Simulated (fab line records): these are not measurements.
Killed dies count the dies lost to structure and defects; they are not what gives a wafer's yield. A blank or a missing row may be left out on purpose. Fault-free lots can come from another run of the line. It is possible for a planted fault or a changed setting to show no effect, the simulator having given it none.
fab line records	flow n5-finfet
[record] lots = 6	wafers = 18	last-day = 17
route steps=1938 shown ZERO_LAYER@6 WELL_APT@20 PASSIVATION@1936
lots that met no fault: taken from a fault-free run of the same line
start-h: hours from the record's first day to the start of the lot's first wafer shown	wait-h: hours since the lot's step before	" repeats the value in the row above	L1.1+2: a row that stands for several wafers	- either no value or no given start	* or withheld: withheld	< > ~ a bound
route shown NAME@n: NAME is a module with steps in the file, n the number in the route of the first one	usual: mean/standard deviation taken from wafers without a fault	same: alike in all rows	chamber/n: place in a boat	sites: readings site by site	_std_site: standard deviation of those values	_edge_site: the outer-site mean with the inner-site mean subtracted	radius-mm: for every site, how far away it sits from the centre of the wafer	mask NAME#n: copy n	behind: the most recent tool/chamber to have shaped the wafer	hold: cause of the lot's hold/its duration in hours/its outcome	device: names the non-switching transistor (n, p or np)	end of line: at the end of the route, the tests of the same wafers	where a step has no rows: the recipe by itself	killed: count of dies lost to structure and defects at first sort (not the wafer's yield)	map: the dies of a wafer, with x for killed, . for not killed, _ for no die there
set.NAME: the setting the step ran with; set.NAME@STEP: the setting that earlier step ran with	model.NAME: the simulator's own value behind a step, which no gauge read
lots at selected steps of the route; one table per step, one row per wafer
services: when a tool's chamber went out of use (start-h, in hours from the record's first day, below 0 if earlier), for how many hours, and the reason
[[steps]]
[step N5_ZERO_LAYER_COAT_05]
[recipe] spin-rpm = 1500	resist-thk-nm = 1000
[step N5_ZERO_LAYER_EBR_07]
[recipe] solvent = PGMEA	ebr-width-mm = 1.5
[step N5_ZERO_LAYER_SOFTBAKE_06]
[recipe] temp-c = 100	time-s = 90
[step N5_ZERO_LAYER_EXPOSE_08]
[recipe] mask-id = ZERO	na = 0.55	source-shape = conventional	sigma-outer = 0.8	polarization = unpolarized	defocus-nm = 0	target-cd-nm = 2000	dose-mj = 16.2
[step N5_ZERO_LAYER_PEB_09]
[recipe] peb-temp-c = withheld	peb-time-s = *
[step N5_ZERO_LAYER_DEVELOP_10]
[recipe] develop-time-s = 60	rinse-liquid = diw	dry = air-spin	dev-temp-c = 21
[step N5_ZERO_LAYER_HARDBAKE_23]
[recipe] temp-c = 130	time-s = 120
[step N5_ZERO_LAYER_CD_MEAS_11]
[recipe] target-cd-nm = 2000	landing-energy-ev = 500	detector = se-inlens
[usual] cd-nm = 2000.2/2
lot.wafer	tool	chamber	start-h	wait-h	cd-nm
L672.2	cd-sem-02	0	42.67	-	1997.5
L672.3	"	0	"	"	1997.8
L672.5	"	0	"	"	1999.7
L673.1	cd-sem-03	0	48.77	-	2001.0
L673.2	"	0	"	"	2002.4
L673.3	"	0	"	"	2001.5
L677.3	cd-sem-03	0	72.64	-	1999.9
L677.4	"	0	"	"	2001.9
L677.5	"	0	"	"	1999.4
L684.2	cd-sem-03	0	114.77	-	2000.1
L684.3	"	0	"	"	1998.1
L684.6	"	0	"	"	1999.5
L687.3	cd-sem-03	0	132.64	-	1999.0
L687.4	"	0	"	"	1998.7
L687.5	"	0	"	"	1998.5
L689.2	cd-sem-01	0	144.64	-	1998.5
L689.3	"	0	"	"	2000.4
L689.5	"	0	"	"	2000.7
[step N5_ZERO_LAYER_DESCUM_16]
[recipe] chemistry = O2	time-s = 7.9	source-power-w = 50	bias-power-w = 20	pressure-mtorr = 20	rf-frequency-hz = 2.712e+07	temp-c = 40	o2-flow-sccm = 225
[usual] bias-power-w = 20.00/0.049	drypump-motor-current-A = 5.54/0.25	oes-product-au = 0.78/0.083	rf-vpp-V = 243.5/1.2	showerhead-plenum-p-Torr = 2.12/0.069	throttle-valve-pct = 20.40/0.23
lot.wafer	tool	chamber	start-h	wait-h	bias-power-w	drypump-motor-current-A	oes-product-au	rf-hours-counter-h	rf-vpp-V	showerhead-plenum-p-Torr	throttle-valve-pct
L672.2	rie-diel-01	1	42.97	0.3	19.89	5.46	0.72	213	243.6	2.17	20.35
L672.3	"	3	"	"	20.10	5.16	0.92	13	243.8	2.15	20.61
L672.5	"	1	"	"	19.92	5.44	0.72	-	245.0	2.17	20.36
L673.1	rie-diel-02	1	48.80	0.0	19.99	5.65	0.90	23	242.5	2.04	20.38
L673.2	"	2	"	"	20.00	5.82	0.89	37	242.5	2.14	19.93
L673.3	"	0	"	"	20.03	5.13	0.71	195	244.5	2.18	20.57
L677.3	rie-diel-06	0	72.68	0.0	20.02	5.76	0.72	193	241.9	2.07	20.50
L677.4	"	1	"	"	20.03	5.29	0.72	180	243.7	2.08	20.54
L677.5	"	3	"	"	20.14	5.89	0.90	-	244.5	2.24	20.08
L684.2	rie-diel-02	2	114.80	0.0	20.06	5.84	0.86	57	243.7	2.13	19.97
L684.3	"	0	"	"	20.09	5.08	0.69	214	245.3	2.17	20.60
L684.6	"	2	"	"	20.00	5.82	0.86	-	244.0	2.13	19.97
L687.3	rie-diel-06	3	132.68	0.0	19.97	5.90	0.88	52	244.4	2.23	20.08
L687.4	"	0	"	"	20.09	5.77	0.71	-	242.9	2.06	20.54
L687.5	"	3	"	"	19.98	5.90	0.88	-	246.0	2.23	20.09
L689.2	rie-diel-02	2	145.04	0.4	20.01	5.87	0.86	65	243.8	2.13	19.98
L689.3	"	0	"	"	19.97	5.13	0.69	222	244.7	2.17	20.61
L689.5	"	0	"	"	20.02	5.11	0.69	-	244.3	2.17	20.62
[step N5_ZERO_LAYER_ETCH_17]
[recipe] chemistry = CF4	target = SiO2	target-depth-a = 120	time-s = 13.3	ion-energy-ev = 350	pressure-mtorr = 40	source-w = 450	bias-w = 215	Ar_flow_sccm = 100	cf4-flow-sccm = 100
[usual] cf4-flow-sccm = 100.00/0.28	drypump-motor-current-A = 5.54/0.25	oes-product-au = 0.79/0.082	rf-vpp-V = 950/3.8	showerhead-plenum-p-Torr = 2.17/0.064	throttle-valve-pct = 15.60/0.26
lot.wafer	tool	chamber	start-h	wait-h	cf4-flow-sccm	drypump-motor-current-A	oes-product-au	rf-hours-counter-h	rf-vpp-V	showerhead-plenum-p-Torr	throttle-valve-pct
L672.2	rie-diel-01	1	43.00	0.0	99.77	5.46	0.72	213	953	2.20	15.55
L672.3	"	3	"	"	100.26	5.17	0.91	13	952	2.18	15.71
L672.5	"	1	"	"	100.18	5.48	0.72	-	954	2.20	15.54
L673.1	rie-diel-02	1	48.84	0.0	99.95	5.67	0.92	23	947	2.09	15.49
L673.2	"	2	"	"	100.22	5.80	0.89	37	949	2.17	15.11
L673.3	"	0	"	"	100.55	5.11	0.72	195	953	2.20	15.67
L677.3	rie-diel-06	0	72.71	0.0	99.64	5.77	0.72	193	946	2.15	15.90
L677.4	"	1	"	"	100.21	5.31	0.72	180	948	2.13	15.75
L677.5	"	3	"	"	99.80	5.91	0.91	-	956	2.27	15.22
L684.2	rie-diel-02	2	114.84	0.0	100.03	5.84	0.86	57	950	2.16	15.15
L684.3	"	0	"	"	99.29	5.08	0.69	214	952	2.19	15.69
L684.6	"	2	"	"	99.44	5.81	0.86	-	951	2.16	15.14
L687.3	rie-diel-06	3	132.71	0.0	100.17	5.89	0.88	52	957	2.27	15.25
L687.4	"	0	"	"	99.95	5.77	0.71	-	948	2.14	15.92
L687.5	"	3	"	"	100.47	5.92	0.88	-	954	2.26	15.24
L689.2	rie-diel-02	2	145.07	0.0	99.98	5.83	0.85	65	951	2.16	15.15
L689.3	"	0	"	"	100.00	5.12	0.70	222	953	2.19	15.72
L689.5	"	0	"	"	99.59	5.12	0.70	-	951	2.19	15.72
[step N5_ZERO_LAYER_ETCH_18]
[recipe] chemistry = HBr/Cl2	target = Si	target-depth-a = 1200	time-s = 40	pressure-mtorr = 10	icp-w = 800	bias-w = 75	HBr_flow_sccm = 150	Cl2_flow_sccm = 80
[usual] drypump-motor-current-A = 5.8/0.48	oes-product-au = 1.005/0.016	throttle-valve-pct = 36.31/0.3
lot.wafer	tool	chamber	start-h	wait-h	drypump-motor-current-A	oes-product-au	rf-hours-counter-h	throttle-valve-pct
L672.2	rie-si-05	3	43.08	0.0	5.2	1.003	5	36.21
L672.3	"	2	"	"	6.4	0.987	92	36.26
L672.5	"	2	"	"	6.3	0.997	-	36.24
L673.1	rie-si-06	0	48.91	0.0	5.2	1.013	167	36.42
L673.2	"	3	"	"	6.1	0.986	51	36.52
L673.3	"	1	"	"	6.1	1.037	59	36.11
L677.3	rie-si-06	2	72.80	0.1	5.5	0.995	31	36.59
L677.4	"	3	"	"	6.1	0.986	51	36.53
L677.5	"	2	"	"	5.5	0.998	-	36.61
L684.2	rie-si-06	1	114.91	0.0	6.1	1.033	60	36.11
L684.3	"	0	"	"	5.2	1.012	168	36.42
L684.6	"	2	"	"	5.5	0.992	-	36.58
L687.3	rie-si-06	3	132.79	0.0	6.1	0.984	52	36.52
L687.4	"	0	"	"	5.2	1.008	168	36.41
L687.5	"	3	"	"	6.1	0.986	-	36.51
L689.2	rie-si-06	2	145.15	0.0	5.5	0.987	33	36.61
L689.3	"	3	"	"	6.1	0.993	53	36.51
L689.5	"	3	"	"	6.1	0.992	-	36.51
[step N5_ZERO_LAYER_STRIP_24]
[recipe] chemistry = O2	power-w = 1000	temp-c = 250	overash-fraction = 0.3	pressure-mtorr = 1000	o2-flow-sccm = 6750
[usual] drypump-motor-current-A = 5.9/0.69	heater-power-w = 319/21	oes-product-au = 0.647/0.0045	strip-time-to-endpoint-s = 43.84/0.095
lot.wafer	tool	chamber	start-h	wait-h	drypump-motor-current-A	heater-power-w	oes-product-au	rf-hours-counter-h	strip-time-to-endpoint-s
L672.2	plasma-asher-02	0	43.18	0.1	6.7	323	0.645	77	43.90
L672.3	"	1	"	"	5.2	307	0.644	-	44.10
L672.5	"	1	"	"	5.2	314	0.638	-	43.85
L673.1	plasma-asher-02	1	49.02	0.1	5.2	309	0.642	79	43.86
L673.2	"	0	"	"	6.7	336	0.642	79	43.84
L673.3	"	1	"	"	5.3	307	0.655	-	43.88
L677.3	plasma-asher-02	1	72.92	0.1	5.2	307	0.651	-	43.80
L677.4	"	0	"	"	6.7	343	0.644	-	43.80
L677.5	"	1	"	"	5.2	310	0.646	-	43.83
L684.2	plasma-asher-02	1	115.02	0.1	5.2	310	0.651	93	43.95
L684.3	"	0	"	"	6.7	328	0.645	-	44.00
L684.6	"	1	"	"	5.2	318	0.651	-	43.95
L687.3	plasma-asher-02	0	132.91	0.1	6.7	325	0.647	-	43.82
L687.4	"	1	"	"	5.2	312	0.650	-	43.99
L687.5	"	0	"	"	6.7	324	0.655	-	43.79
L689.2	plasma-asher-02	0	145.26	0.1	6.7	332	0.648	99	43.82
L689.3	"	1	"	"	5.2	322	0.651	-	43.89
L689.5	"	1	"	"	5.2	315	0.650	-	43.86
[step N5_ZERO_LAYER_STRIP_19]
[recipe] chemistry = SPM	time-s = 900	temp-c = 130	h2so4-h2o2-vol-ratio = 4	dry = ipa-marangoni
lot.wafer	tool	chamber	start-h	wait-h
L672.2+3+5	wet-bench-01	5,0,6	43.27	0.1
L673.1+2+3	wet-bench-02	6,3,0	49.10	0.1
L677.3+4+5	wet-bench-06	7,0,5	72.99	0.0
L684.2+3+6	wet-bench-06	0,5,3	115.10	0.1
L687.3+4+5	wet-bench-06	4,2,5	132.98	0.0
L689.2+3+5	wet-bench-02	4,0,5	145.35	0.1
[step N5_ZERO_LAYER_INSPECT_20]
[recipe] inspect-instrument = darkfield	mode = post-clean
[usual] raw-defect-count = 38/16
lot.wafer	tool	chamber	start-h	wait-h	raw-defect-count
L672.2	defect-inspect-01	-	43.54	0.0	29
L672.3	"	-	"	"	39
L672.5	"	-	"	"	62
L673.1	defect-inspect-01	-	49.38	0.0	40
L673.2	"	-	"	"	77
L673.3	"	-	"	"	87
L677.3	defect-inspect-02	-	73.26	0.0	32
L677.4	"	-	"	"	33
L677.5	"	-	"	"	23
L684.2	defect-inspect-02	-	115.38	0.0	1480
L684.3	"	-	"	"	1492
L684.6	"	-	"	"	1448
L687.3	defect-inspect-02	-	133.26	0.0	1461
L687.4	"	-	"	"	1417
L687.5	"	-	"	"	1390
L689.2	defect-inspect-02	-	145.62	0.0	50
L689.3	"	-	"	"	28
L689.5	"	-	"	"	76
[step N5_WELL_APT_HMDS_01]
[recipe] time-s = 60	temp-c = 120
[step N5_WELL_APT_COAT_02]
[recipe] spin-rpm = 1357	resist-thk-nm = 950
[step N5_WELL_APT_EBR_04]
[recipe] solvent = PGMEA	ebr-width-mm = 1.5
[step N5_WELL_APT_SOFTBAKE_03]
[recipe] temp-c = 130	time-s = 60
[step N5_WELL_APT_EXPOSE_05]
[recipe] mask-id = NWELL	na = 0.8	source-shape = conventional	sigma-outer = 0.8	polarization = unpolarized	defocus-nm = 0	target-cd-nm = 200	dose-mj = 20.3
[step N5_WELL_APT_PEB_06]
[recipe] peb-temp-c = 130	peb-time-s = 90
[step N5_WELL_APT_DEVELOP_07]
[recipe] develop-time-s = 45	rinse-liquid = surfactant-rinse	dry = air-spin	dev-temp-c = 21
[step N5_WELL_APT_HARDBAKE_12]
[recipe] temp-c = 130	time-s = 120
[step N5_WELL_APT_CD_MEAS_08]
[recipe] target-cd-nm = 200	landing-energy-ev = 500	detector = se-inlens
[usual] cd-nm = 199.6/1.7
lot.wafer	tool	chamber	start-h	wait-h	cd-nm
L672.2	cd-sem-02	0	43.85	-	199.6
L672.3	"	0	"	"	199.1
L672.5	"	0	"	"	201.2
L673.1	cd-sem-03	0	49.68	-	196.3
L673.2	"	0	"	"	198.8
L673.3	"	0	"	"	198.7
L677.3	cd-sem-02	0	73.57	-	198.9
L677.4	"	0	"	"	198.8
L677.5	"	0	"	"	199.3
L684.2	cd-sem-02	0	115.68	-	200.9
L684.3	"	0	"	"	201.9
L684.6	"	0	"	"	202.6
L687.3	cd-sem-03	0	133.69	-	200.9
L687.4	"	0	"	"	200.3
L687.5	"	0	"	"	199.5
L689.2	cd-sem-01	0	145.92	-	198.7
L689.3	"	0	"	"	197.9
L689.5	"	0	"	"	198.7
[step N5_WELL_APT_OVL_MEAS_09]
[recipe] points-per-wafer = 44
[usual] NWELL_OVL = -2/5
lot.wafer	tool	chamber	start-h	wait-h	NWELL_OVL[nm]
L672.2	overlay-01	0	43.88	0.0	7
L672.3	"	0	"	"	8
L672.5	"	0	"	"	-1
L673.1	overlay-02	0	49.71	0.0	-4
L673.2	"	0	"	"	0
L673.3	"	0	"	"	4
L677.3	overlay-02	0	73.60	0.0	2
L677.4	"	0	"	"	-1
L677.5	"	0	"	"	-3
L684.2	overlay-01	0	115.71	0.0	2
L684.3	"	0	"	"	-3
L684.6	"	0	"	"	-5
L687.3	overlay-01	0	133.71	0.0	-2
L687.4	"	0	"	"	1
L687.5	"	0	"	"	-8
L689.2	overlay-01	0	145.95	0.0	1
L689.3	"	0	"	"	-2
L689.5	"	0	"	"	5
[step N5_WELL_APT_INSPECT_10]
[recipe] mode = adi	inspect-instrument = macro
[usual] raw-defect-count = 2.2/1.6
lot.wafer	tool	chamber	start-h	wait-h	raw-defect-count
L672.2	defect-inspect-01	-	43.90	0.0	2
L672.3	"	-	"	"	0
L672.5	"	-	"	"	1
L673.1	defect-inspect-02	-	49.74	0.0	0
L673.2	"	-	"	"	3
L673.3	"	-	"	"	1
L677.3	defect-inspect-02	-	73.62	0.0	3
L677.4	"	-	"	"	2
L677.5	"	-	"	"	4
L684.2	defect-inspect-02	-	115.73	0.0	>300
L684.3	"	-	"	"	>300
L684.6	"	-	"	"	>300
L687.3	defect-inspect-01	-	133.74	0.0	>300
L687.4	"	-	"	"	>300
L687.5	"	-	"	"	>300
L689.2	defect-inspect-01	-	145.98	0.0	2
L689.3	"	-	"	"	2
L689.5	"	-	"	"	3
[step N5_WELL_APT_DESCUM_13]
[recipe] chemistry = O2	time-s = 7.9	source-power-w = 50	bias-power-w = 20	pressure-mtorr = 20	rf-frequency-hz = 2.712e+07	temp-c = 40	o2-flow-sccm = 225
[usual] bias-power-w = 20.00/0.057	drypump-motor-current-A = 6.0/0.44	oes-product-au = 0.77/0.082	rf-vpp-V = 243.1/1.3	showerhead-plenum-p-Torr = 2.09/0.065	throttle-valve-pct = 20.32/0.24
lot.wafer	tool	chamber	start-h	wait-h	bias-power-w	drypump-motor-current-A	oes-product-au	rf-hours-counter-h	rf-vpp-V	showerhead-plenum-p-Torr	throttle-valve-pct
L672.2	rie-diel-04	3	43.93	0.0	20.06	6.1	0.86	68	242.0	2.03	20.07
L672.3	"	1	"	"	19.99	6.1	0.72	178	244.9	2.18	20.20
L672.5	"	2	"	"	20.01	6.3	0.74	-	242.3	2.06	20.48
L673.1	rie-diel-05	0	49.87	0.1	20.03	5.9	0.70	195	242.0	2.00	20.32
L673.2	"	3	"	"	20.00	6.1	0.74	185	243.4	2.15	20.02
L673.3	"	2	"	"	19.99	5.9	0.73	199	241.5	1.99	20.52
L677.3	rie-diel-04	3	73.65	0.0	20.01	6.1	0.84	77	242.4	2.03	20.08
L677.4	"	2	"	"	19.88	6.4	0.73	173	242.0	2.06	20.50
L677.5	"	3	"	"	19.95	6.1	0.85	-	242.4	2.03	20.09
L684.2	rie-diel-04	0	115.77	0.0	20.04	6.6	0.70	196	245.9	2.18	20.26
L684.3	"	3	"	"	20.05	6.1	0.83	93	241.2	2.02	20.11
L684.6	"	0	"	"	19.99	6.5	0.70	-	243.8	2.18	20.27
L687.3	rie-diel-04	0	133.91	0.2	20.06	6.6	0.69	203	245.3	2.18	20.28
L687.4	"	2	"	"	19.91	6.3	0.72	194	242.5	2.05	20.53
L687.5	"	3	"	"	20.00	6.1	0.82	-	243.0	2.02	20.10
L689.2	rie-diel-03	3	146.01	0.0	20.16	5.5	0.92	27	243.9	2.05	20.34
L689.3	"	2	"	"	20.10	6.0	0.72	208	245.9	2.16	20.91
L689.5	"	0	"	"	19.95	5.3	0.73	-	242.2	2.09	20.49
[step N5_PASSIVATION_PROBE_49]
[usual] killed_at_M0_to_M3 = 34/11	killed_at_M4_up = 14/5.7	killed-at-contacts = 14/6.9	killed-at-front-end = 40/11	killed-at-other = 4/3.1	killed-dies = 105/17	killed-on-rim = 14/4.1	killed-open = 70/13	killed-short = 34/7.6
[same] gross-dies = 1180	killed-at-back-side = 0
lot.wafer	tool	chamber	start-h	wait-h	killed_at_M0_to_M3	killed_at_M4_up	killed-at-contacts	killed-at-front-end	killed-at-other	killed-dies	killed-on-rim	killed-open	killed-short
L673.1	prober-01	-	309.04	0.0	42	14	15	64	0	135	17	84	50
L673.2	prober-01	-	309.09	0.1	26	12	21	34	2	95	12	66	28
L673.3	prober-01	-	309.14	0.1	30	10	16	36	2	94	12	70	23
L672.2	prober-01	-	311.04	0.1	43	18	12	35	2	110	14	75	35
L672.3	prober-01	-	311.09	0.1	38	18	18	15	5	94	12	61	32
L672.5	prober-01	-	311.19	0.2	31	9	18	39	4	101	15	76	25
L677.3	prober-01	-	329.27	0.1	23	9	8	22	3	65	10	40	23
L677.4	prober-01	-	329.32	0.2	24	14	16	29	3	86	11	60	25
L677.5	prober-01	-	329.37	0.2	35	6	16	26	1	84	4	60	22
L684.2	prober-01	-	381.61	0.1	14	6	31	145	1	197	32	70	15
L684.3	prober-01	-	381.66	0.1	23	10	20	130	0	183	24	66	38
L684.6	prober-01	-	381.81	0.3	36	7	20	183	8	254	27	63	38
L687.3	prober-02	-	409.73	0.1	72	11	8	83	6	180	38	82	42
L687.4	prober-02	-	409.78	0.2	37	13	5	148	1	204	29	50	31
L687.5	prober-02	-	409.83	0.2	66	9	4	118	7	204	39	74	43
L689.2	prober-01	-	413.97	0.1	33	26	7	46	1	113	8	74	37
L689.3	prober-01	-	414.02	0.1	42	7	8	47	0	104	11	76	27
L689.5	prober-01	-	414.12	0.2	38	9	15	42	3	107	13	69	36
// killed by level:class
L673.1 FIN_SAQP:geometric-particle:open=21 FIN_SAQP:geometric-particle:short=18 BEOL_M0_SAQP:geometric-particle:open=16 MOL_CONTACT_COAG:geometric-particle:open=11 BEOL_M0_SAQP:geometric-particle:short=11 DUMMY_GATE:geometric-particle:open=6 BEOL_M7:geometric-particle:open=4 MOL_CONTACT_COAG:geometric-particle:short=4
L673.2 MOL_CONTACT_COAG:geometric-particle:open=20 BEOL_M4:geometric-particle:open=8 BEOL_M2:geometric-particle:open=7 FIN_SAQP:geometric-particle:open=6 BEOL_M3:geometric-particle:open=6 DUMMY_GATE:geometric-particle:short=5 DUMMY_GATE:geometric-particle:open=5 BEOL_M0_SAQP:geometric-particle:short=5
L673.3 FIN_SAQP:geometric-particle:open=12 MOL_CONTACT_COAG:geometric-particle:open=12 FIN_SAQP:geometric-particle:short=7 BEOL_M2:geometric-particle:open=7 BEOL_M0_SAQP:geometric-particle:short=6 BEOL_M0:geometric-particle:open=6 BEOL_M3:geometric-particle:open=6 MOL_CONTACT_COAG:geometric-particle:short=4
L672.2 BEOL_M2:geometric-particle:open=11 BEOL_M0_SAQP:geometric-particle:short=11 BEOL_M0_SAQP:geometric-particle:open=10 MOL_CONTACT_COAG:geometric-particle:open=9 BEOL_M4:geometric-particle:open=9 STI_FIN_REVEAL:geometric-particle:open=7 BEOL_M3:geometric-particle:open=6 FIN_SAQP:geometric-particle:short=5
L672.3 MOL_CONTACT_COAG:geometric-particle:open=12 BEOL_M0_SAQP:geometric-particle:open=11 BEOL_M0_SAQP:geometric-particle:short=11 BEOL_M4:geometric-particle:open=7 BEOL_M2:geometric-particle:open=6 MOL_CONTACT_COAG:geometric-particle:short=6 BEOL_M3:geometric-particle:open=6 FIN_SAQP:geometric-particle:short=4
L672.5 MOL_CONTACT_COAG:geometric-particle:open=16 STI_FIN_REVEAL:geometric-particle:open=12 BEOL_M0_SAQP:geometric-particle:short=12 FIN_SAQP:geometric-particle:open=8 BEOL_M0_SAQP:geometric-particle:open=8 STI_FIN_REVEAL:geometric-particle:short=3 BEOL_M2:geometric-particle:open=3 BEOL_M3:geometric-particle:open=3
L677.3 BEOL_M0_SAQP:geometric-particle:short=8 MOL_CONTACT_COAG:geometric-particle:open=7 STI_FIN_REVEAL:geometric-particle:open=6 BEOL_M3:geometric-particle:open=4 FIN_SAQP:geometric-particle:open=3 BEOL_M0_SAQP:geometric-particle:open=3 BEOL_M0:geometric-particle:open=3 BEOL_M5:geometric-particle:open=3
L677.4 STI_FIN_REVEAL:geometric-particle:open=10 MOL_CONTACT_COAG:geometric-particle:open=10 MOL_CONTACT_COAG:geometric-particle:short=6 BEOL_M2:geometric-particle:open=6 BEOL_M0_SAQP:geometric-particle:short=5 BEOL_M3:geometric-particle:open=5 FIN_SAQP:geometric-particle:open=4 GATE_CUT:geometric-particle:open=3
L677.5 MOL_CONTACT_COAG:geometric-particle:open=12 STI_FIN_REVEAL:geometric-particle:open=10 BEOL_M2:geometric-particle:open=9 BEOL_M3:geometric-particle:open=9 BEOL_M0_SAQP:geometric-particle:short=5 BEOL_M0:geometric-particle:open=5 MOL_CONTACT_COAG:geometric-particle:short=4 GATE_CUT:geometric-particle:short=3
L684.2 ZERO_LAYER:unspecified=111 MOL_CONTACT_COAG:geometric-particle:open=30 STI_FIN_REVEAL:geometric-particle:open=15 FIN_SAQP:geometric-particle:short=4 BEOL_M0_SAQP:geometric-particle:short=3 GATE_CUT:geometric-particle:open=3 BEOL_M0:geometric-particle:open=3 BEOL_M2:geometric-particle:open=3
L684.3 ZERO_LAYER:unspecified=79 MOL_CONTACT_COAG:geometric-particle:open=16 FIN_SAQP:geometric-particle:short=15 FIN_SAQP:geometric-particle:open=9 STI_FIN_REVEAL:geometric-particle:open=9 BEOL_M3:geometric-particle:open=8 BEOL_M5:geometric-particle:open=4 GATE_CUT:geometric-particle:short=4
L684.6 ZERO_LAYER:unspecified=150 MOL_CONTACT_COAG:geometric-particle:open=16 BEOL_M0_SAQP:geometric-particle:short=11 FIN_SAQP:geometric-particle:short=9 BEOL_M0_SAQP:geometric-particle:open=9 STI_FIN_REVEAL:geometric-particle:open=6 BEOL_M3:geometric-particle:open=5 FIN_SAQP:geometric-particle:open=4
L687.3 ZERO_LAYER:unspecified=55 BEOL_M0_SAQP:geometric-particle:open=22 BEOL_M0_SAQP:geometric-particle:short=21 BEOL_M3:geometric-particle:open=10 BEOL_M1:geometric-particle:open=9 BEOL_M2:geometric-particle:open=7 MOL_CONTACT_COAG:geometric-particle:open=6 STI_FIN_REVEAL:geometric-particle:open=5
L687.4 ZERO_LAYER:unspecified=121 BEOL_M0_SAQP:geometric-particle:short=11 BEOL_M1:geometric-particle:open=10 BEOL_M0_SAQP:geometric-particle:open=8 STI_FIN_REVEAL:geometric-particle:open=5 MOL_CONTACT_COAG:geometric-particle:open=5 STARTING-WAFER:geometric-particle:short=4 BEOL_M0:geometric-particle:open=3
L687.5 ZERO_LAYER:unspecified=86 BEOL_M1:geometric-particle:open=19 BEOL_M0_SAQP:geometric-particle:short=15 STI_FIN_REVEAL:geometric-particle:open=11 BEOL_M0_SAQP:geometric-particle:open=10 BEOL_M2:geometric-particle:open=10 FIN_SAQP:geometric-particle:short=6 STI_FIN_REVEAL:geometric-particle:short=4
L689.2 STI_FIN_REVEAL:geometric-particle:open=16 BEOL_M0_SAQP:geometric-particle:short=11 BEOL_M4:geometric-particle:open=11 BEOL_M0_SAQP:geometric-particle:open=8 GATE_CUT:geometric-particle:short=7 DUMMY_GATE:geometric-particle:open=6 STI_FIN_REVEAL:geometric-particle:short=6 MOL_CONTACT_COAG:geometric-particle:open=6
L689.3 STI_FIN_REVEAL:geometric-particle:open=18 BEOL_M0_SAQP:geometric-particle:open=15 FIN_SAQP:geometric-particle:open=9 BEOL_M0_SAQP:geometric-particle:short=9 MOL_CONTACT_COAG:geometric-particle:open=6 BEOL_M1:geometric-particle:open=6 BEOL_M2:geometric-particle:open=6 STI_FIN_REVEAL:geometric-particle:short=4
L689.5 BEOL_M0_SAQP:geometric-particle:open=14 FIN_SAQP:geometric-particle:open=13 MOL_CONTACT_COAG:geometric-particle:open=13 BEOL_M0_SAQP:geometric-particle:short=12 FIN_SAQP:geometric-particle:short=9 STI_FIN_REVEAL:geometric-particle:open=7 DUMMY_GATE:geometric-particle:open=6 GATE_CUT:geometric-particle:short=4
// map L684.6 (x killed, . not)
_________________.xxxxxx..x..________________
______________.xxxxxxxxxxxxx...._____________
___________...xxxxxxxxxxxxx.x......__________
__________....xxxxxxxxxxxxxxxx......_________
________x....xxxxxxxxxxxxxx.......x..._______
_______......xxxxxxxxxxxxxxx.x......x..______
______......xxxxxxxxxxxxxxxxx.x........._____
_____.x.....x.xxxxxxxxxxxxxx......x.....x____
____..........xxxxxxxxxxxxxx..............___
___..........x..xxxxxxxxxxx................__
___x...........x.xxxxxxxx.x................__
__...x....x...xxxxxx.xxxxx...x.....x..x....._
__...x..........x....xx.x.x.x..x......x.x..._
_...........x....x...........................
_x.....x.................x........x..........
_..............x...xx.....x..................
_............x....x...xx.......x....x........
_...............xx............x....x.........
_.....x...........x........x....x............
_..............x.........x....xxx............
_.....x.........xx...........x...............
__xx.x...........xx........................._
__.....................................x...._
___...............x...x...x........x......x__
___........................................__
____..x.......x..x..x..xx........x......x.___
_____x......x............................____
______........x.............x..........._____
_______................x...............______
________..........x.............x..x.._______
__________...x....................x._________
___________..................x.....__________
______________......x.x.x.x..xx._____________
_________________....xx....x.________________
// map L687.4 (x killed, . not)
_________________............________________
______________.................._____________
___________x.............x.........__________
__________.........x.x...x.........._________
________...x.......x....x............._______
_______.x.....x......x................x______
______......x...x..................x...._____
_____.x...................x.....x........____
____.....x..................x.............___
___..x...........x...................x.....__
___...................x.x.........x...x....__
__..................x...x...x..x............_
__...............................x.........._
_..x.........................x...........x...
_x......x..........................x.........
_..............xx........................x...
_...................x................x..x....
_.............x...........x..................
_................x....x.........xx.x..x....x.
_....................x.......x..x............
_...x........................................
__....x.x.x..xxx...x.......x.xx..........x.._
__......xxxxx.xx.................x.........._
___..xxxxxxxxxxx.......x...............x...__
___....xxxxxxxxxxxx........................__
____.xxxxxxxxxxxxxxx...........x..........___
_____xxxxxxxxxxxxxxx..x..................____
______xxxxxxxxxxxxxx..xx....x..........._____
_______xxxxxxxxxxx.x.....x.............______
________xxxxxxxxxxxx.................._______
__________xxxxxxxxx.x.x............._________
___________xxxxxxxx...x............__________
______________xxxx..x.......xx.._____________
_________________x.x.........________________
[[services]]
tool	chamber	start-h	hours	kind
rie-si-06	0	22.76	1.5	repair
wet-bench-01	-	29.64	0.9	repair
rie-diel-05	0	37.87	5.3	repair
rie-diel-03	3	42.17	-	clean
rie-diel-03	3	42.17	-	consumable-replace:focus-ring
rie-diel-03	3	42.17	19.3	scheduled-down
rie-diel-03	3	42.17	19.3	vent-cycle
plasma-asher-02	-	78.45	1.9	repair
rie-diel-03	-	95.44	6.3	repair
rie-diel-04	1	111.29	4.4	repair
rie-diel-06	2	125.43	12.1	repair
rie-si-05	-	127.91	2.8	pm
rie-si-06	3	128.35	1.9	repair
rie-diel-04	0	137.60	42.6	repair
rie-diel-02	3	142.67	1.8	repair
[[key]]
[first-sign] step = N5_ZERO_LAYER_INSPECT_20	reading = raw-defect-count	direction = up	sigmas = 87	usual = 38	struck = 1448
[effect] step = N5_WELL_APT_INSPECT_10	reading = raw-defect-count	direction = up	sigmas = 99+	usual = 2.2	struck = >300
[effect] step = N5_PASSIVATION_PROBE_49	reading = killed-at-front-end	direction = up	sigmas = 8.3	usual = 40	struck = 134
[more-kills-born-at] N5_ZERO_LAYER_STRIP_19@wet-bench-06 = 602
met-at N5_ZERO_LAYER_STRIP_19
struck-wafers L684.2,L684.3,L684.6,L687.3,L687.4,L687.5
tester-left-out L684,L687
onset-between 72.99 115.10
[fault] kind = chamber-particle-source	tool = wet-bench-06	chamber = -	onset-h = 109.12	steps = N5_ZERO_LAYER_STRIP_19	rate-per-visit-cm2 = 2.1517	end-h = 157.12
// tester-left-out: of these lots the tester's yield and bins aren't shown, on N5 and GAA mostly nor the transistor test; their killed dies are dies lost to structure and defects alone, not to doping, threshold or leakage, so they don't give the yield
